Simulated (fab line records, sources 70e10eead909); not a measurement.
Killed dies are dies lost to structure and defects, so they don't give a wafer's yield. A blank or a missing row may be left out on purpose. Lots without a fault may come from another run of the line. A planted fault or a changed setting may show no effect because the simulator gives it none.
A struck lot beside a sound one | flow nand_harc | 13 steps out of a route of 1302
Sound: wafers L936.1, L936.2, L936.3. Struck: wafers L943.2, L943.4, L943.6. The cause comes at the end.
At each step with rows: each side's tool, then ch and its chambers, then its first start. Under that, the readings that differ: sound wafers | struck wafers | difference of the means | sigmas: that difference in standard deviations of wafers without a fault.
alike: readings whose means differ by less than 2 such deviations, and words and numbers that are the same on both sides. not compared: withheld readings, readings that some wafer has no value for, bounds like >300 that may hide the same value, and numbers for which the record gives no deviation and whose values overlap.
The two part at a step that has a row with sigmas, a row that says differs or no value, or rows on one side only. Numbers that don't overlap but have no deviation are shown without sigmas and don't part them. A reading that every wafer of one side lacks parts them only if that side has two wafers or more.

first, 3 steps without rows for these wafers: NHARC_A_STAIRCASE_STRIP_317 (strips in SPM, time 900 s); NHARC_A_STAIRCASE_PRECLEAN_318 (cleans in SC1); NHARC_A_STAIRCASE_SRD_329.
NHARC_A_STAIRCASE_ALD_415: deposits SiO2, target thk 30 nm, pulse time 6 s, ald cycles 300.
  sound on ald_hk-04 ch 0,1,3, day 17 14:21; struck on ald_hk-01 ch 2,3, day 20 11:08
  alike: heater_power_w, precursor_pulse_height_rel
NHARC_A_STAIRCASE_ETCHBACK_416: etches the open film in C4F8/O2/Ar, target depth 36 nm, time 7.2 s.
  sound on rie_diel-08 ch 0,2,3; struck on rie_diel-10 ch 0,1
  alike: oes_product_au, rf_vpp_V
  not compared: rf_hours_counter_h
then, 1 step without rows for these wafers: NHARC_A_STAIRCASE_STRIP_476 (strips in O2, time 20 s).
NHARC_A_STAIRCASE_DEP_417: deposits Si3N4, target thk 60 nm.
  sound on pecvd-03 ch 0,1,2, day 17 16:38; struck on pecvd-02 ch 1,2, day 20 13:15
  alike: heater_power_w, showerhead_vpp_V
then, 3 steps without rows for these wafers: NHARC_A_STAIRCASE_WET_418 (chemistry H3PO4, target depth 20 nm); NHARC_A_STAIRCASE_PRECLEAN_419 (cleans in SC1); NHARC_A_STAIRCASE_SRD_421.
NHARC_A_STAIRCASE_ALD_420: deposits SiO2, target thk 20 nm, pulse time 6 s, ald cycles 200.
  sound on ald_hk-04 ch 0,2,3, day 17 19:22; struck on ald_hk-01 ch 1,2,3, day 20 16:01
  alike: heater_power_w, precursor_pulse_height_rel
NHARC_A_STAIRCASE_CVD_552: deposits SiNx, target thk 40 nm.
  sound on lpcvd-01 ch 1, day 18 01:12; struck on lpcvd-02 ch 1, day 20 22:24
  alike: spike_tc_bottom_C, spike_tc_centre_C
NHARC_A_STAIRCASE_DEP_151: deposits SiO2, target thk 7200 nm.
  sound on pecvd-04 ch 0,1,2, day 18 04:49; struck on pecvd-04 ch 0,1, day 21 02:24
  alike: heater_power_w

WHERE THEY PART
Nowhere in this record.

WHY: what the simulator had put in
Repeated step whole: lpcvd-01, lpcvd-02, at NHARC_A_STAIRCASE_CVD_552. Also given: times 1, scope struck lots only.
